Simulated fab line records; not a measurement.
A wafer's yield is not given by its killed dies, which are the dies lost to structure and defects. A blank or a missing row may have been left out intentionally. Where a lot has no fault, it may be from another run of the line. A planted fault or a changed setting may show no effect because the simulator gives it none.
Which tool is to blame? / flow nand_harc / 30 wafers from 10 lots sampled at 9 of the route's 1302 steps

== WHAT EACH GAUGE READ, for each wafer ==
NHARC_A_ONON_D2_THK_MEAS_27: measures by ellipsometry.
lot=L990; measured=day 13 10:28; on=film_metro-02; thk_nm (nm)=1009 1007 1006
lot=L992; measured=day 14 12:40; on=film_metro-02; thk_nm (nm)=1004 1004 1005
lot=L995; measured=day 15 08:59; on=film_metro-01; thk_nm (nm)=994 995 995
lot=L996; measured=day 15 16:48; on=film_metro-01; thk_nm (nm)=1006 1003 1005
lot=L100; measured=day 16 17:22; on=film_metro-01; thk_nm (nm)=989 992 991
lot=L999; measured=day 16 17:23; on=film_metro-01; thk_nm (nm)=994 991 992
lot=L109; measured=day 21 02:53; on=film_metro-02; thk_nm (nm)=990 994 992
lot=L110; measured=day 21 14:47; on=film_metro-01; thk_nm (nm)=998 998 999
lot=L112; measured=day 22 00:23; on=film_metro-01; thk_nm (nm)=1005 1005 1006
lot=L113; measured=day 22 00:44; on=film_metro-01; thk_nm (nm)=1018 1019 1018

NHARC_A_CHANNEL_HOLE_D2_CD_MEAS_10: target cd 100 nm.
lot=L990; measured=day 13 14:59; on=cd_sem-02; cd_nm (nm)=100.6 100.5 99.9
lot=L992; measured=day 14 16:43; on=cd_sem-03; cd_nm (nm)=99.9 100.0 100.0
lot=L995; measured=day 15 12:52; on=cd_sem-03; cd_nm (nm)=100.0 100.1 100.1
lot=L996; measured=day 15 20:37; on=cd_sem-03; cd_nm (nm)=100.1 100.3 99.0
lot=L100; measured=day 16 21:13; on=cd_sem-01; cd_nm (nm)=100.2 99.8 100.4
lot=L999; measured=day 16 23:08; on=cd_sem-02; cd_nm (nm)=100.6 100.1 100.8
lot=L109; measured=day 21 10:52; on=cd_sem-02; cd_nm (nm)=87.8 88.0 88.7
lot=L110; measured=day 21 19:38; on=cd_sem-03; cd_nm (nm)=88.9 89.4 89.2
lot=L112; measured=day 22 05:10; on=cd_sem-01; cd_nm (nm)=98.9 100.0 100.2
lot=L113; measured=day 22 06:53; on=cd_sem-01; cd_nm (nm)=100.2 99.8 100.6

NHARC_A_CHANNEL_HOLE_D2_CD_MEAS_18.
lot=L990; measured=day 13 16:17; on=cd_sem-01; cd_nm (nm)=98.8 99.7 98.8
lot=L992; measured=day 14 18:00; on=cd_sem-01; cd_nm (nm)=97.6 93.4 96.9
lot=L995; measured=day 15 14:09; on=cd_sem-03; cd_nm (nm)=98.2 99.5 99.2
lot=L996; measured=day 15 21:55; on=cd_sem-02; cd_nm (nm)=100.0 97.3 101.3
lot=L100; measured=day 16 22:32; on=cd_sem-01; cd_nm (nm)=102.9 100.0 99.7
lot=L999; measured=day 17 00:26; on=cd_sem-02; cd_nm (nm)=99.4 94.4 97.1
lot=L109; measured=day 21 12:10; on=cd_sem-01; cd_nm (nm)=87.0 86.7 86.9
lot=L110; measured=day 21 21:09; on=cd_sem-01; cd_nm (nm)=90.0 86.4 90.5
lot=L112; measured=day 22 06:28; on=cd_sem-03; cd_nm (nm)=99.8 99.5 99.7
lot=L113; measured=day 22 08:11; on=cd_sem-01; cd_nm (nm)=98.9 101.6 101.5

NHARC_A_CHANNEL_HOLE_D2_CD_MEAS_31.
lot=L990; measured=day 13 22:08; on=cd_sem-01; cd_nm (nm)=89.1 91.4 87.2
lot=L992; measured=day 14 23:37; on=cd_sem-02; cd_nm (nm)=90.2 91.2 92.2
lot=L995; measured=day 15 19:45; on=cd_sem-03; cd_nm (nm)=88.8 91.6 88.9
lot=L996; measured=day 16 04:05; on=cd_sem-01; cd_nm (nm)=89.5 88.6 91.3
lot=L100; measured=day 17 06:08; on=cd_sem-02; cd_nm (nm)=87.0 87.9 88.3
lot=L999; measured=day 17 10:19; on=cd_sem-01; cd_nm (nm)=88.4 88.4 89.3
lot=L109; measured=day 21 17:51; on=cd_sem-01; cd_nm (nm)=76.4 79.8 75.3
lot=L110; measured=day 22 02:44; on=cd_sem-01; cd_nm (nm)=77.7 78.9 79.2
lot=L112; measured=day 22 12:02; on=cd_sem-01; cd_nm (nm)=89.0 86.6 87.2
lot=L113; measured=day 22 20:32; on=cd_sem-02; cd_nm (nm)=88.6 90.4 89.5

NHARC_END_SORT_01.
lot=L109; measured=day 32 17:53; on=prober-01; killed_at_array=82 88 88; killed_at_other=2 0 0; killed_at_periphery=2 2 2; killed_dies=86 90 90; killed_open=8 4 3; killed_short=1 2 2
lot=L110; measured=day 33 04:44; on=prober-01; killed_at_array=67 74 73; killed_at_other=2 1 0; killed_at_periphery=2 2 2; killed_dies=71 77 75; killed_open=3 7 3; killed_short=2 1 0

== WHICH TOOL RAN EACH LOT (tool, then ch and the chambers of the sampled wafers, then the start) ==
lot=L990; NHARC_A_CHANNEL_HOLE_D2_PEB_08=litho_track-04 ch 0, day 13 14:54; NHARC_A_CHANNEL_HOLE_D2_ETCH_38=rie_diel-01 ch 0,3, day 13 15:16; NHARC_A_CHANNEL_HOLE_D2_ETCH_25=har_etch-01 ch 0,1, day 13 19:38; NHARC_A_CHANNEL_HOLE_D2_XSEM_32=xsem-01 ch 0, day 13 22:13
lot=L992; NHARC_A_CHANNEL_HOLE_D2_PEB_08=litho_track-06 ch 0, day 14 16:38; NHARC_A_CHANNEL_HOLE_D2_ETCH_38=rie_diel-01 ch 0,1,2, day 14 16:59; NHARC_A_CHANNEL_HOLE_D2_ETCH_25=har_etch-01 ch 0, day 14 20:59; NHARC_A_CHANNEL_HOLE_D2_XSEM_32=xsem-02 ch 0, day 14 23:43
lot=L995; NHARC_A_CHANNEL_HOLE_D2_PEB_08=litho_track-04 ch 0, day 15 12:47; NHARC_A_CHANNEL_HOLE_D2_ETCH_38=rie_diel-02 ch 0,1,3, day 15 13:08; NHARC_A_CHANNEL_HOLE_D2_ETCH_25=har_etch-01 ch 1, day 15 17:17; NHARC_A_CHANNEL_HOLE_D2_XSEM_32=xsem-02 ch 0, day 15 19:50
lot=L996; NHARC_A_CHANNEL_HOLE_D2_PEB_08=litho_track-04 ch 0, day 15 20:32; NHARC_A_CHANNEL_HOLE_D2_ETCH_38=rie_diel-01 ch 1,3, day 15 20:53; NHARC_A_CHANNEL_HOLE_D2_ETCH_25=har_etch-01 ch 0,1, day 16 01:37; NHARC_A_CHANNEL_HOLE_D2_XSEM_32=xsem-01 ch 0, day 16 04:11
lot=L100; NHARC_A_CHANNEL_HOLE_D2_PEB_08=litho_track-01 ch 0, day 16 21:08; NHARC_A_CHANNEL_HOLE_D2_ETCH_38=rie_diel-02 ch 1,2,3, day 16 21:31; NHARC_A_CHANNEL_HOLE_D2_ETCH_25=har_etch-01 ch 0,1, day 17 03:58; NHARC_A_CHANNEL_HOLE_D2_XSEM_32=xsem-01 ch 0, day 17 06:14
lot=L999; NHARC_A_CHANNEL_HOLE_D2_PEB_08=litho_track-01 ch 0, day 16 23:04; NHARC_A_CHANNEL_HOLE_D2_ETCH_38=rie_diel-06 ch 0,3, day 16 23:25; NHARC_A_CHANNEL_HOLE_D2_ETCH_25=har_etch-01 ch 0,1, day 17 07:49; NHARC_A_CHANNEL_HOLE_D2_XSEM_32=xsem-02 ch 0, day 17 10:25
lot=L109; NHARC_A_CHANNEL_HOLE_D2_PEB_08=litho_track-01 ch 0, day 21 10:47; NHARC_A_CHANNEL_HOLE_D2_ETCH_38=rie_diel-01 ch 0,1,2, day 21 11:10; NHARC_A_CHANNEL_HOLE_D2_ETCH_25=har_etch-01 ch 0,1, day 21 15:16; NHARC_A_CHANNEL_HOLE_D2_XSEM_32=xsem-01 ch 0, day 21 17:56
lot=L110; NHARC_A_CHANNEL_HOLE_D2_PEB_08=litho_track-01 ch 0, day 21 19:34; NHARC_A_CHANNEL_HOLE_D2_ETCH_38=rie_diel-01 ch 0,2,3, day 21 19:56; NHARC_A_CHANNEL_HOLE_D2_ETCH_25=har_etch-01 ch 0,1, day 22 00:16; NHARC_A_CHANNEL_HOLE_D2_XSEM_32=xsem-02 ch 0, day 22 02:49
lot=L112; NHARC_A_CHANNEL_HOLE_D2_PEB_08=litho_track-06 ch 0, day 22 05:05; NHARC_A_CHANNEL_HOLE_D2_ETCH_38=rie_diel-02 ch 1,2,3, day 22 05:27; NHARC_A_CHANNEL_HOLE_D2_ETCH_25=har_etch-01 ch 0,1, day 22 09:26; NHARC_A_CHANNEL_HOLE_D2_XSEM_32=xsem-02 ch 0, day 22 12:08
lot=L113; NHARC_A_CHANNEL_HOLE_D2_PEB_08=litho_track-04 ch 0, day 22 06:47; NHARC_A_CHANNEL_HOLE_D2_ETCH_38=rie_diel-02 ch 0,1,3, day 22 07:08; NHARC_A_CHANNEL_HOLE_D2_ETCH_25=har_etch-01 ch 1, day 22 17:52; NHARC_A_CHANNEL_HOLE_D2_XSEM_32=xsem-02 ch 0, day 22 20:37
- NHARC_A_CHANNEL_HOLE_D2_PEB_08: peb time 65 s.
- NHARC_A_CHANNEL_HOLE_D2_ETCH_38: etches the open film in CF4, target depth 39 nm, time 65 s.
- NHARC_A_CHANNEL_HOLE_D2_ETCH_25: etches the open film in C4F8/O2/Ar, time 1040.2 s, target depth 1500 nm.
- NHARC_A_CHANNEL_HOLE_D2_XSEM_32

== WHAT THE TOOLS THEMSELVES READ (means of the sampled wafers that have a number; where no wafer has one, the mark that the record gives instead) ==
NHARC_A_CHANNEL_HOLE_D2_PEB_08.
lot=L990; tool=litho_track-04; chill_plate_temp_C (C)=23.07; exhaust_pa (Pa)=46.0; heater_power_total_W (W)=156.7; resist_line_temp_C (C)=22.93
lot=L992; tool=litho_track-06; chill_plate_temp_C (C)=22.94; exhaust_pa (Pa)=44.7; heater_power_total_W (W)=156.3; resist_line_temp_C (C)=22.86
lot=L995; tool=litho_track-04; chill_plate_temp_C (C)=23.04; exhaust_pa (Pa)=44.5; heater_power_total_W (W)=156.6; resist_line_temp_C (C)=22.89
lot=L996; tool=litho_track-04; chill_plate_temp_C (C)=23.17; exhaust_pa (Pa)=45.9; heater_power_total_W (W)=156.2; resist_line_temp_C (C)=23.15
lot=L100; tool=litho_track-01; chill_plate_temp_C (C)=22.95; exhaust_pa (Pa)=45.4; heater_power_total_W (W)=156.4; resist_line_temp_C (C)=22.99
lot=L999; tool=litho_track-01; chill_plate_temp_C (C)=22.99; exhaust_pa (Pa)=44.4; heater_power_total_W (W)=156.9; resist_line_temp_C (C)=22.88
lot=L109; tool=litho_track-01; chill_plate_temp_C (C)=22.98; exhaust_pa (Pa)=46.0; heater_power_total_W (W)=194.5; resist_line_temp_C (C)=23.14
lot=L110; tool=litho_track-01; chill_plate_temp_C (C)=22.98; exhaust_pa (Pa)=45.3; heater_power_total_W (W)=194.4; resist_line_temp_C (C)=23.03
lot=L112; tool=litho_track-06; chill_plate_temp_C (C)=22.99; exhaust_pa (Pa)=45.6; heater_power_total_W (W)=156.5; resist_line_temp_C (C)=23.02
lot=L113; tool=litho_track-04; chill_plate_temp_C (C)=23.02; exhaust_pa (Pa)=45.6; heater_power_total_W (W)=156.7; resist_line_temp_C (C)=22.89

NHARC_A_CHANNEL_HOLE_D2_ETCH_38.
lot=L990; tool=rie_diel-01; drypump_motor_current_A (A)=6.4; oes_product_au (a.u.)=1.005; rf_vpp_V (V)=153.0; showerhead_plenum_p_Torr (Torr)=1.83; throttle_valve_pct (%)=13.279
lot=L992; tool=rie_diel-01; drypump_motor_current_A (A)=5.8; oes_product_au (a.u.)=1.008; rf_vpp_V (V)=151.4; showerhead_plenum_p_Torr (Torr)=1.79; throttle_valve_pct (%)=13.285
lot=L995; tool=rie_diel-02; drypump_motor_current_A (A)=5.7; oes_product_au (a.u.)=0.997; rf_vpp_V (V)=151.5; showerhead_plenum_p_Torr (Torr)=1.83; throttle_valve_pct (%)=13.285
lot=L996; tool=rie_diel-01; drypump_motor_current_A (A)=6.2; oes_product_au (a.u.)=0.998; rf_vpp_V (V)=150.6; showerhead_plenum_p_Torr (Torr)=1.72; throttle_valve_pct (%)=13.292
lot=L100; tool=rie_diel-02; drypump_motor_current_A (A)=5.8; oes_product_au (a.u.)=0.992; rf_vpp_V (V)=151.4; showerhead_plenum_p_Torr (Torr)=1.78; throttle_valve_pct (%)=13.275
lot=L999; tool=rie_diel-06; drypump_motor_current_A (A)=6.2; oes_product_au (a.u.)=1.003; rf_vpp_V (V)=150.8; showerhead_plenum_p_Torr (Torr)=1.71; throttle_valve_pct (%)=13.271
lot=L109; tool=rie_diel-01; drypump_motor_current_A (A)=5.8; oes_product_au (a.u.)=1.002; rf_vpp_V (V)=151.5; showerhead_plenum_p_Torr (Torr)=1.79; throttle_valve_pct (%)=13.285
lot=L110; tool=rie_diel-01; drypump_motor_current_A (A)=6.1; oes_product_au (a.u.)=1.007; rf_vpp_V (V)=151.2; showerhead_plenum_p_Torr (Torr)=1.79; throttle_valve_pct (%)=13.285
lot=L112; tool=rie_diel-02; drypump_motor_current_A (A)=5.8; oes_product_au (a.u.)=0.993; rf_vpp_V (V)=150.8; showerhead_plenum_p_Torr (Torr)=1.78; throttle_valve_pct (%)=13.292
lot=L113; tool=rie_diel-02; drypump_motor_current_A (A)=5.7; oes_product_au (a.u.)=0.996; rf_vpp_V (V)=151.8; showerhead_plenum_p_Torr (Torr)=1.83; throttle_valve_pct (%)=13.281

NHARC_A_CHANNEL_HOLE_D2_ETCH_25.
lot=L990; tool=har_etch-01; drypump_motor_current_A (A)=5.78; o2_flow_sccm (sccm)=31.29; showerhead_plenum_p_Torr (Torr)=3.53; throttle_valve_pct (%)=32.239
lot=L992; tool=har_etch-01; drypump_motor_current_A (A)=6.07; o2_flow_sccm (sccm)=31.17; showerhead_plenum_p_Torr (Torr)=3.48; throttle_valve_pct (%)=32.239
lot=L995; tool=har_etch-01; drypump_motor_current_A (A)=5.63; o2_flow_sccm (sccm)=31.27; showerhead_plenum_p_Torr (Torr)=3.54; throttle_valve_pct (%)=32.225
lot=L996; tool=har_etch-01; drypump_motor_current_A (A)=5.79; o2_flow_sccm (sccm)=31.21; showerhead_plenum_p_Torr (Torr)=3.52; throttle_valve_pct (%)=32.233
lot=L100; tool=har_etch-01; drypump_motor_current_A (A)=5.90; o2_flow_sccm (sccm)=31.21; showerhead_plenum_p_Torr (Torr)=3.48; throttle_valve_pct (%)=32.238
lot=L999; tool=har_etch-01; drypump_motor_current_A (A)=5.91; o2_flow_sccm (sccm)=31.14; showerhead_plenum_p_Torr (Torr)=3.48; throttle_valve_pct (%)=32.241
lot=L109; tool=har_etch-01; drypump_motor_current_A (A)=5.93; o2_flow_sccm (sccm)=31.19; showerhead_plenum_p_Torr (Torr)=3.44; throttle_valve_pct (%)=32.237
lot=L110; tool=har_etch-01; drypump_motor_current_A (A)=5.90; o2_flow_sccm (sccm)=31.17; showerhead_plenum_p_Torr (Torr)=3.44; throttle_valve_pct (%)=32.244
lot=L112; tool=har_etch-01; drypump_motor_current_A (A)=5.92; o2_flow_sccm (sccm)=31.26; showerhead_plenum_p_Torr (Torr)=3.44; throttle_valve_pct (%)=32.232
lot=L113; tool=har_etch-01; drypump_motor_current_A (A)=5.63; o2_flow_sccm (sccm)=31.12; showerhead_plenum_p_Torr (Torr)=3.48; throttle_valve_pct (%)=32.227

NHARC_A_CHANNEL_HOLE_D2_XSEM_32.
lot=L990; tool=xsem-01; bot_cd_nm (nm)=72.3; bow_nm (nm)=8.79; tilt_deg (degrees)=0.03
lot=L992; tool=xsem-02; bot_cd_nm (nm)=76.4; bow_nm (nm)=8.65; tilt_deg (degrees)=0.08
lot=L995; tool=xsem-02; bot_cd_nm (nm)=74.7; bow_nm (nm)=8.92; tilt_deg (degrees)=0.09
lot=L996; tool=xsem-01; bot_cd_nm (nm)=74.7; bow_nm (nm)=8.80; tilt_deg (degrees)=0.12
lot=L100; tool=xsem-01; bot_cd_nm (nm)=73.0; bow_nm (nm)=8.61; tilt_deg (degrees)=0.04
lot=L999; tool=xsem-02; bot_cd_nm (nm)=74.8; bow_nm (nm)=8.99; tilt_deg (degrees)=0.05
lot=L109; tool=xsem-01; bot_cd_nm (nm)=60.9; bow_nm (nm)=8.48; tilt_deg (degrees)=0.06
lot=L110; tool=xsem-02; bot_cd_nm (nm)=62.5; bow_nm (nm)=8.36; tilt_deg (degrees)=0.08
lot=L112; tool=xsem-02; bot_cd_nm (nm)=71.3; bow_nm (nm)=8.83; tilt_deg (degrees)=0.13
lot=L113; tool=xsem-02; bot_cd_nm (nm)=74.3; bow_nm (nm)=8.94; tilt_deg (degrees)=0.07

== THE ANSWER, worked out from the rows above alone ==
Rule: the usual values come from the lots themselves. The widest of any qualifying gaps counts: lots, ordered by their means at a reading, are off when they make up no more than a third of the lots, leave a main group of 4 or more, and stand apart from it by 3 or more times the standard deviation of that group's means. A main group is skipped when, at the precision printed for the reading in the tables above, its means are all equal. A lot without any number at a reading at which 4 lots or more have one is off too. Where the step has rows for the other lots, those lots are counted as sound. Order of review: gauges by route order, followed by the tools' own readings, for which a lot's mean as printed above is used. At the first step where some lot is off, the reading lying furthest off is the one used; lots without a number count as furthest.
Off at NHARC_A_CHANNEL_HOLE_D2_CD_MEAS_10 (cd_nm): L109, L110. The main group: mean 100.1 nm, standard deviation 0.25.
If a tool, at a process step before that reading, ran all the lots that are off and no sound lot after the first of them, it fits. The gauges at NHARC_A_CHANNEL_HOLE_D2_CD_MEAS_10 aren't tried: what is off there is off at NHARC_A_CHANNEL_HOLE_D2_CD_MEAS_18 too, on other tools, and a gauge's error can't cause that. One candidate fits, namely litho_track-01 at NHARC_A_CHANNEL_HOLE_D2_PEB_08. A fault onset in the window from L999 (day 16 23:04, its last sound lot) to L109 (day 21 10:47, its first lot off) fits.
On the lots that are off, the tool's own readings at NHARC_A_CHANNEL_HOLE_D2_PEB_08 differ by more than 5 times the standard deviation of the sound lots' means, which bears it out; heater_power_total_W reads 194.4 W there versus 156.5 W on the sound lots.

== WHAT THE SIMULATOR PUT IN ==
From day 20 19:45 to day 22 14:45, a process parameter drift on litho_track-01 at NHARC_A_CHANNEL_HOLE_D2_PEB_08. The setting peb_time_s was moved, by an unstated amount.
Struck lots among those shown: L109, L110. The rule given above showed the same thing.
